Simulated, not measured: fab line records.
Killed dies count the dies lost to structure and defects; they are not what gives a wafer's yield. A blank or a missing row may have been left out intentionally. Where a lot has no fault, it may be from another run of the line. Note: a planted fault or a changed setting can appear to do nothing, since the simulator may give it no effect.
Split-lot study || flow n5_finfet || 21 wafers read from 7 lots, route of 1938 steps

== ABOUT THE SPLIT ==
At N5_BEOL_M6_COAT_63 (time 60 s, resist thk 60 nm), the setting spin_rpm was moved away from the recipe's 1500 rpm on 5 of the 21 wafers read, by -6.7% to +8.3%. This setting was run at the recipe's value on the other wafers.

== FROM THE SPLIT TO THE READING: what the file shows between them, 4 steps ==
- N5_BEOL_M6_COAT_64: time 60 s, resist thk 12 nm
- N5_BEOL_M6_COAT_71: time 60 s, resist thk 5 nm
- N5_BEOL_M6_ETCH_72: etches underlayer in N2/H2, target depth 6.5 nm, time 5.2 s
- N5_BEOL_M6_ETCH_65: etches SiARC in CF4, target depth 15.6 nm, time 26 s

== THE READING ==
etch.depth_nm (the simulator's own value, which no gauge read), in nm, at N5_BEOL_M6_ETCH_66 (etches SOC in N2/H2, target depth 80 nm, overetch 16 nm, time 120 s). The file gives no usual value for it. The 16 wafers here that ran the recipe average 60.11 nm, standard deviation 0.092 nm.

{"wafer": "L077.1", "tool, chamber at the split": "litho_track-01, 0", "spin_rpm as run, rpm": 1400, "against the recipe": "-6.7%", "etch.depth_nm, nm": 62.24, "against lot-mates on the recipe": "+2.06"}
{"wafer": "L077.2", "tool, chamber at the split": "litho_track-01, 0", "spin_rpm as run, rpm": 1400, "against the recipe": "-6.7%", "etch.depth_nm, nm": 62.46, "against lot-mates on the recipe": "+2.28"}
{"wafer": "L077.6", "tool, chamber at the split": "litho_track-01, 0", "spin_rpm as run, rpm": 1500, "against the recipe": "recipe", "etch.depth_nm, nm": 60.18, "against lot-mates on the recipe": "-"}
{"wafer": "L078.1", "tool, chamber at the split": "litho_track-04, 0", "spin_rpm as run, rpm": 1500, "against the recipe": "recipe", "etch.depth_nm, nm": 60.17, "against lot-mates on the recipe": "-"}
{"wafer": "L078.2", "tool, chamber at the split": "litho_track-04, 0", "spin_rpm as run, rpm": 1500, "against the recipe": "recipe", "etch.depth_nm, nm": 60.1, "against lot-mates on the recipe": "-"}
{"wafer": "L078.5", "tool, chamber at the split": "litho_track-04, 0", "spin_rpm as run, rpm": 1500, "against the recipe": "recipe", "etch.depth_nm, nm": 60, "against lot-mates on the recipe": "-"}
{"wafer": "L085.1", "tool, chamber at the split": "litho_track-04, 0", "spin_rpm as run, rpm": 1624, "against the recipe": "+8.3%", "etch.depth_nm, nm": 57.59, "against lot-mates on the recipe": -2.54}
{"wafer": "L085.3", "tool, chamber at the split": "litho_track-04, 0", "spin_rpm as run, rpm": 1624, "against the recipe": "+8.3%", "etch.depth_nm, nm": 57.81, "against lot-mates on the recipe": -2.32}
{"wafer": "L085.6", "tool, chamber at the split": "litho_track-04, 0", "spin_rpm as run, rpm": 1500, "against the recipe": "recipe", "etch.depth_nm, nm": 60.13, "against lot-mates on the recipe": "-"}
{"wafer": "L086.1", "tool, chamber at the split": "litho_track-04, 0", "spin_rpm as run, rpm": 1500, "against the recipe": "recipe", "etch.depth_nm, nm": 60.22, "against lot-mates on the recipe": "-"}
{"wafer": "L086.4", "tool, chamber at the split": "litho_track-04, 0", "spin_rpm as run, rpm": 1500, "against the recipe": "recipe", "etch.depth_nm, nm": 60.02, "against lot-mates on the recipe": "-"}
{"wafer": "L086.5", "tool, chamber at the split": "litho_track-04, 0", "spin_rpm as run, rpm": 1500, "against the recipe": "recipe", "etch.depth_nm, nm": 60.12, "against lot-mates on the recipe": "-"}
{"wafer": "L087.3", "tool, chamber at the split": "litho_track-05, 0", "spin_rpm as run, rpm": 1500, "against the recipe": "recipe", "etch.depth_nm, nm": 60.01, "against lot-mates on the recipe": "-"}
{"wafer": "L087.5", "tool, chamber at the split": "litho_track-05, 0", "spin_rpm as run, rpm": 1500, "against the recipe": "recipe", "etch.depth_nm, nm": 60.13, "against lot-mates on the recipe": "-"}
{"wafer": "L087.6", "tool, chamber at the split": "litho_track-05, 0", "spin_rpm as run, rpm": 1500, "against the recipe": "recipe", "etch.depth_nm, nm": 59.98, "against lot-mates on the recipe": "-"}
{"wafer": "L092.3", "tool, chamber at the split": "litho_track-04, 0", "spin_rpm as run, rpm": 1500, "against the recipe": "recipe", "etch.depth_nm, nm": 60.11, "against lot-mates on the recipe": "-"}
{"wafer": "L092.4", "tool, chamber at the split": "litho_track-04, 0", "spin_rpm as run, rpm": 1413, "against the recipe": "-5.8%", "etch.depth_nm, nm": 62.07, "against lot-mates on the recipe": "+1.84"}
{"wafer": "L092.5", "tool, chamber at the split": "litho_track-04, 0", "spin_rpm as run, rpm": 1500, "against the recipe": "recipe", "etch.depth_nm, nm": 60.34, "against lot-mates on the recipe": "-"}
{"wafer": "L095.3", "tool, chamber at the split": "litho_track-01, 0", "spin_rpm as run, rpm": 1500, "against the recipe": "recipe", "etch.depth_nm, nm": 60.01, "against lot-mates on the recipe": "-"}
{"wafer": "L095.4", "tool, chamber at the split": "litho_track-01, 0", "spin_rpm as run, rpm": 1500, "against the recipe": "recipe", "etch.depth_nm, nm": 60.08, "against lot-mates on the recipe": "-"}
{"wafer": "L095.5", "tool, chamber at the split": "litho_track-01, 0", "spin_rpm as run, rpm": 1500, "against the recipe": "recipe", "etch.depth_nm, nm": 60.15, "against lot-mates on the recipe": "-"}

THE FIT
A straight line over all 21 wafers: etch.depth_nm changes by -0.312 nm for each +1% of spin_rpm; r = -0.99; the points scatter about the line by 0.12 nm.
The same after taking each lot's own level away (the mean of its wafers on the recipe; 21 wafers): -0.308 nm for each +1%; r = -1.00; scatter 0.096 nm.
Per that fit: largest spin_rpm move, reading shift of 2.5 nm.
Measured against the standard deviation above, the lots' own levels, which go from 60.040 to 60.225 nm, span 2.0 times it.
The two slopes are in agreement: the lot-to-lot level therefore moves the slope only a little.
Check: -2.51 nm against its lot-mates is what the line predicts for one of the wafers moved furthest among these (+8.3%) when that wafer is left out of the fit. Against them it came out at -2.54 nm.

== OTHER SPLITS ON THESE WAFERS ==
These wafers also went through other splits before the reading. Each is held against what the fit with the lots' levels taken away leaves over:
{"other split on the same wafers": "N5_BEOL_M6_ETCH_62 time_s", "wafers away from the commonest value": 4, "r with etch.depth_nm (lot level and that fit taken away)": "+0.06"}

== THE WHOLE CHAIN: every reading that the file lists as answering this split, in the file's order ==
{"step": "N5_BEOL_M6_COAT_63", "what it does": "time 60 s, resist thk 60 nm", "reading": "SOC_of_BEOL_M6_COAT_63.thk_nm (the simulator's own value, which no gauge read)", "change (the file's fit)": "-0.304 nm for each +1% of the setting", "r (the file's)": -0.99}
{"step": "N5_BEOL_M6_ETCH_66", "what it does": "etches SOC in N2/H2, target depth 80 nm, overetch 16 nm, time 120 s", "reading": "etch.depth_nm (the simulator's own value, which no gauge read)", "change (the file's fit)": "-0.309 nm for each +1% of the setting", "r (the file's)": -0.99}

== THE FILE'S OWN FIT ==
etch.depth_nm changes by -0.309 nm for each +1% of spin_rpm, r = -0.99.
